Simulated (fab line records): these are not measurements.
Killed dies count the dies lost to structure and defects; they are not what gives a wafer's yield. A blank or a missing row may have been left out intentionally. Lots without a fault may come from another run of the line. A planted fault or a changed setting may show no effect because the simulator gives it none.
Which tool was responsible? -- flow nand harc -- 11 lots, 33 wafers sampled, at 4 steps of a route of 1302

## WHAT THE GAUGES READ, wafer by wafer
No reading from a measuring or inspecting step in the record can be judged against a usual standard deviation.

## WHICH TOOL RAN EACH LOT (tool, then ch and the chambers of the sampled wafers, then the start)
lot,NHARC_A_CONTACT_ETCH_110,NHARC_A_CONTACT_ALD_18,NHARC_A_CONTACT_CMP_20,NHARC_A_BLC_ETCH_17
L354,"rie diel-04 ch 1,3, day 22 21:53","ald metal-04 ch 0,1,2, day 22 22:32","cmp-03 ch 1,2, day 22 23:36","rie diel-06 ch 0,1, day 23 00:46"
L357,"rie diel-05 ch 0,1,3, day 23 12:54","ald metal-04 ch 0,1,3, day 23 13:33","cmp-02 ch 0,2,3, day 23 15:22","rie diel-10 ch 1,2,3, day 23 16:43"
L356,"rie diel-05 ch 1,2, day 23 14:55","ald metal-03 ch 0,1, day 23 15:34","cmp-01 ch 1,3, day 23 16:39","rie diel-10 ch 1,2,3, day 23 18:09"
L359,"rie diel-05 ch 0,3, day 24 16:53","ald metal-02 ch 0,3, day 24 17:32","cmp-03 ch 1,2, day 24 19:20","rie diel-10 ch 2,3, day 24 20:29"
L360,"rie diel-04 ch 0,1, day 25 09:05","ald metal-02 ch 0,1,3, day 25 09:46","cmp-03 ch 0,2, day 25 10:51","rie diel-10 ch 0,2,3, day 25 12:07"
L365,"rie diel-05 ch 1,2, day 27 03:50","ald metal-02 ch 0,1,2, day 27 04:34","cmp-03 ch 0,1,3, day 27 05:39","rie diel-10 ch 1,2,3, day 27 06:58"
L367,"rie diel-04 ch 1,2,3, day 27 13:29","ald metal-03 ch 0,3, day 27 14:08","cmp-02 ch 1,2, day 27 15:14","rie diel-10 ch 1,2,3, day 27 16:36"
L374,"rie diel-05 ch 0,1, day 30 11:25","ald metal-02 ch 1,2,3, day 30 12:05","cmp-03 ch 0,1, day 30 13:12","rie diel-06 ch 1,2, day 30 14:27"
L375,"rie diel-05 ch 0,1,2, day 31 06:49","ald metal-04 ch 0,3, day 31 07:28","cmp-01 ch 1,3, day 31 08:37","rie diel-06 ch 0,2,3, day 31 09:55"
L376,"rie diel-13 ch 0,1,3, day 31 14:47","ald metal-02 ch 0,2,3, day 31 15:27","cmp-03 ch 0,2,3, day 31 16:32","rie diel-10 ch 0,1,2, day 31 17:40"
L377,"rie diel-05 ch 1,2, day 32 13:11","ald metal-03 ch 2,3, day 32 13:50","cmp-02 ch 0,3, day 32 14:58","rie diel-06 ch 0,1,2, day 32 16:10"
- NHARC_A_CONTACT_ETCH_110: etches the open film in CF4/O2, target depth 60 nm, overetch 6 nm, time 33 s.
- NHARC_A_CONTACT_ALD_18: deposits TiN, target thk 3 nm, pulse time 1 s, ald cycles 150.
- NHARC_A_CONTACT_CMP_20: polishes, t overpolish 30 s, target thk 300 nm.
- NHARC_A_BLC_ETCH_17: etches the open film in N2/H2, target depth 390 nm, time 609.38 s.

## WHAT THE TOOLS THEMSELVES READ (means of the sampled wafers that have a number; where no wafer has one, the mark that the record gives instead)
NHARC_A_CONTACT_ETCH_110. Usual: drypump motor current A 5.7 A, standard deviation 0.4; oes product au 1.004 a.u., standard deviation 0.012; rf vpp V 198.1 V, standard deviation 1.9; run length s 54.45 s, standard deviation 0.29; showerhead plenum p Torr 1.35 Torr, standard deviation 0.081; throttle valve pct 13.398 %, standard deviation 0.01.
lot,tool,drypump motor current A (A),oes product au (a.u.),rf vpp V (V),run length s (s),showerhead plenum p Torr (Torr),throttle valve pct (%),flag
L354,rie diel-04,5.9,1.000,195.9,54.58,1.28,13.402,
L357,rie diel-05,5.9,1.000,199.1,54.55,1.39,13.397,
L356,rie diel-05,5.8,1.006,199.1,54.55,1.38,13.402,
L359,rie diel-05,5.8,1.006,198.8,54.48,1.39,13.396,
L360,rie diel-04,5.5,1.001,198.4,54.42,1.34,13.398,
L365,rie diel-05,5.5,0.990,197.2,54.38,1.31,13.398,
L367,rie diel-04,5.7,0.991,197.3,54.52,1.33,13.399,
L374,rie diel-05,6.1,1.011,199.3,54.59,1.43,13.389,
L375,rie diel-05,5.8,0.998,198.7,54.76,1.37,13.401,
L376,rie diel-13,5.5,1.001,198.8,54.35,1.38,13.396,
L377,rie diel-05,5.8,1.017,198.4,54.53,1.37,13.393,

NHARC_A_CONTACT_ALD_18. Usual: heater power w 1095 W, standard deviation 94; precursor pulse height rel 0.999, standard deviation 0.02.
lot,tool,heater power w (W),precursor pulse height rel,flag
L354,ald metal-04,1075,0.968,
L357,ald metal-04,1072,0.997,
L356,ald metal-03,1230,1.012,
L359,ald metal-02,1205,1.004,
L360,ald metal-02,1175,1.005,
L365,ald metal-02,1049,1.003,
L367,ald metal-03,1153,0.990,
L374,ald metal-02,1108,0.992,
L375,ald metal-04,1057,1.017,
L376,ald metal-02,1094,0.989,
L377,ald metal-03,991,0.993,

NHARC_A_CONTACT_CMP_20. Usual: motor current A 11.9 A, standard deviation 1.2; overpolish run s 29.999 s, standard deviation 0.0085; slurry filter dp kPa 13.49 kPa, standard deviation 0.15; time to endpoint s 61 s, standard deviation 4.2.
lot,tool,motor current A (A),overpolish run s (s),slurry filter dp kPa (kPa),time to endpoint s (s),flag
L354,cmp-03,12.2,30.000,13.48,61,
L357,cmp-02,12.0,29.992,13.55,59,
L356,cmp-01,11.3,29.987,13.54,57,
L359,cmp-03,11.2,29.999,13.58,66,
L360,cmp-03,12.7,30.001,13.43,67,
L365,cmp-03,11.9,29.997,13.54,65,
L367,cmp-02,12.8,29.994,13.53,61,
L374,cmp-03,11.5,29.991,13.41,63,
L375,cmp-01,11.3,30.000,13.41,55,
L376,cmp-03,12.7,29.999,13.50,65,
L377,cmp-02,12.7,30.004,13.58,60,

NHARC_A_BLC_ETCH_17. Usual: drypump motor current A 5.5 A, standard deviation 0.42; oes product au 0.996 a.u., standard deviation 0.014; rf vpp V 430.4 V, standard deviation 2.3; run length s 630.6 s, standard deviation 0.43; showerhead plenum p Torr 2.03 Torr, standard deviation 0.076; throttle valve pct 14.170 %, standard deviation 0.009.
lot,tool,drypump motor current A (A),oes product au (a.u.),rf vpp V (V),run length s (s),showerhead plenum p Torr (Torr),throttle valve pct (%),flag
L354,rie diel-06,5.6,0.991,431.3,630.6,2.07,14.172,
L357,rie diel-10,5.3,1.015,430.3,630.6,2.04,14.161,
L356,rie diel-10,5.3,1.004,429.9,630.5,2.04,14.170,
L359,rie diel-10,5.0,1.000,429.3,630.6,2.00,14.164,
L360,rie diel-10,5.4,1.005,430.3,630.4,2.05,14.176,
L365,rie diel-10,5.3,1.002,430.7,640.1,2.04,14.158,OFF
L367,rie diel-10,5.3,1.002,430.7,640.2,2.04,14.169,OFF
L374,rie diel-06,5.9,0.986,429.2,631.2,1.99,14.178,
L375,rie diel-06,5.5,0.987,430.1,630.7,2.01,14.175,
L376,rie diel-10,5.3,1.005,431.1,630.7,2.06,14.169,
L377,rie diel-06,5.7,0.978,431.0,630.9,2.05,14.169,

## THE ANSWER, worked out from the rows above alone
Rule: a lot is off if the mean of its wafers that have a number lies more than 3 standard deviations from the usual mean. Also off: a lot with no number at a reading for which 4 or more lots have one. Any other lot the step has rows for is counted as sound. After the gauges, taken in route order, come the tools' own readings; for these a lot's mean is taken, as printed above. The first step at which some lot is off is used, and at that step the reading that is off furthest; a lot without a number counts as furthest.
Off: L365, L367 (NHARC_A_BLC_ETCH_17, run length s).
If a tool, at that step or one of the process steps before it, ran each lot that is off and ran no sound lot following the first of them, it fits. None of those tried fits.

## WHAT HAD BEEN PUT IN BY THE SIMULATOR
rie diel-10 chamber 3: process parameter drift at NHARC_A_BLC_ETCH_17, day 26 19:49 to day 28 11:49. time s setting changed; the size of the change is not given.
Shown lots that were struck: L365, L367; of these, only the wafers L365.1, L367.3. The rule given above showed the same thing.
